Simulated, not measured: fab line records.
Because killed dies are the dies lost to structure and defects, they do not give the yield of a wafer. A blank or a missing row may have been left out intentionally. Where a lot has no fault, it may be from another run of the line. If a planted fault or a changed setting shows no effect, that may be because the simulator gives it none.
Split-lot study | flow n5_finfet | route with 1938 steps; 7 lots, 39 wafers read

== ABOUT THE SPLIT ==
At N5_BEOL_M10_ILD_DEP_00 (deposits SiCOH lowk from DEMS/porogen, target thk 308.51 nm, time 58 s), the setting time_s was moved away from the recipe's 58 s on 12 of the 39 wafers read, by -31.1% to +47.6%. For the rest of the wafers, this setting stayed at what the recipe calls for.

== FROM THE SPLIT ON TO THE READING: in between, the file shows 1 step ==
- N5_BEOL_M10_CURE_71: cures SiCOH lowk, time 240 s

== THE READING ==
M10_ILD_THK (nm), taken at N5_BEOL_M10_THK_MEAS_01. A value of 267 nm with a standard deviation of 3.8 nm is what fault-free wafers of this fab line usually give.

wafer  | tool, chamber at the split | time_s as run, s | against the recipe | M10_ILD_THK, nm | against lot-mates on the recipe
L078.1 | pecvd-03, 0                | 58               | recipe             | 269             | -
L078.2 | pecvd-03, 1                | 58               | recipe             | 263             | -
L078.4 | pecvd-03, 1                | 58               | recipe             | 268             | -
L080.1 | pecvd-04, 1                | 58               | recipe             | 259             | -
L080.2 | pecvd-04, 0                | 42.86            | -26.1%             | 194             | -69
L080.3 | pecvd-04, 2                | 42.86            | -26.1%             | 192             | -71
L080.4 | pecvd-04, 1                | 58               | recipe             | 264             | -
L080.5 | pecvd-04, 2                | 42.86            | -26.1%             | 199             | -64
L080.6 | pecvd-04, 0                | 58               | recipe             | 266             | -
L081.1 | pecvd-01, 2                | 58               | recipe             | 265             | -
L081.2 | pecvd-01, 1                | 58               | recipe             | 264             | -
L081.3 | pecvd-01, 0                | 58               | recipe             | 261             | -
L081.4 | pecvd-01, 1                | 58               | recipe             | 271             | -
L081.5 | pecvd-01, 0                | 58               | recipe             | 266             | -
L081.6 | pecvd-01, 2                | 58               | recipe             | 268             | -
L084.1 | pecvd-04, 2                | 58               | recipe             | 270             | -
L084.2 | pecvd-04, 0                | 58               | recipe             | 269             | -
L084.3 | pecvd-04, 1                | 58               | recipe             | 265             | -
L084.4 | pecvd-04, 1                | 81.63            | +40.7%             | 378             | +110
L084.5 | pecvd-04, 0                | 81.63            | +40.7%             | 382             | +114
L084.6 | pecvd-04, 2                | 81.63            | +40.7%             | 385             | +117
L088.1 | pecvd-04, 2                | 58               | recipe             | 264             | -
L088.2 | pecvd-04, 1                | 58               | recipe             | 261             | -
L088.3 | pecvd-04, 0                | 58               | recipe             | 272             | -
L088.4 | pecvd-04, 2                | 58               | recipe             | 272             | -
L088.5 | pecvd-04, 1                | 58               | recipe             | 267             | -
L088.6 | pecvd-04, 0                | 58               | recipe             | 273             | -
L094.1 | pecvd-03, 2                | 58               | recipe             | 266             | -
L094.2 | pecvd-03, 0                | 85.62            | +47.6%             | 391             | +124
L094.3 | pecvd-03, 1                | 85.62            | +47.6%             | 387             | +120
L094.4 | pecvd-03, 0                | 58               | recipe             | 269             | -
L094.5 | pecvd-03, 1                | 85.62            | +47.6%             | 394             | +127
L094.6 | pecvd-03, 2                | 58               | recipe             | 267             | -
L093.1 | pecvd-04, 2                | 39.99            | -31.1%             | 185             | -82
L093.2 | pecvd-04, 1                | 58               | recipe             | 263             | -
L093.3 | pecvd-04, 0                | 58               | recipe             | 268             | -
L093.4 | pecvd-04, 0                | 39.99            | -31.1%             | 188             | -79
L093.5 | pecvd-04, 2                | 58               | recipe             | 269             | -
L093.6 | pecvd-04, 1                | 39.99            | -31.1%             | 177             | -90

FIT RESULTS
A straight line over all 39 wafers: M10_ILD_THK changes by +2.7 nm for each +1% of time_s; r = +1.00; the points scatter about the line by 4.1 nm.
The same after taking each lot's own level away (the mean of its wafers on the recipe; 39 wafers): +2.67 nm for each +1%; r = +1.00; scatter 3.8 nm.
That fit puts the effect of the largest move of time_s on the reading at 1.3e+02 nm.
The lots' own levels span 263.0 to 268.2 nm, that is 1.4 times the standard deviation above.
Hence the lot-to-lot level has little effect on the slope; both slopes agree.
Check: with one of the wafers moved furthest among these (+47.6%) left out of the fit, the line predicts +128 nm for it against its lot-mates. It came out at +124 nm against them.

== THESE WAFERS: OTHER SPLITS ==
Other splits were also applied to these wafers ahead of the reading. Each is held against what the fit with the lots' levels taken away leaves over:
other split on the same wafers | wafers away from the commonest value | r with M10_ILD_THK (lot level and that fit taken away)
N5_BEOL_M8_DESCUM_33 time_s    | 12                                   | -0.14

== THE WHOLE CHAIN: every reading that the file lists as answering this split, in the file's order ==
step                    | what it does                                                           | reading                                                                                   | change (the file's fit)              | r (the file's)
N5_BEOL_M10_ILD_DEP_00  | deposits SiCOH lowk from DEMS/porogen, target thk 308.51 nm, time 58 s | SiCOH_lowk_of_BEOL_M10_ILD_DEP_00.thk_nm (the simulator's own value, which no gauge read) | +3 nm for each +1% of the setting    | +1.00
N5_BEOL_M10_CURE_71     | cures SiCOH lowk, time 240 s                                           | SiCOH_lowk_of_BEOL_M10_ILD_DEP_00.thk_nm (the simulator's own value, which no gauge read) | +2.67 nm for each +1% of the setting | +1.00
N5_BEOL_M10_THK_MEAS_01 |                                                                        | M10_ILD_THK                                                                               | +2.66 for each +1% of the setting    | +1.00

== THE FILE'S OWN FIT ==
M10_ILD_THK changes by +2.66 nm for each +1% of time_s, r = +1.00.
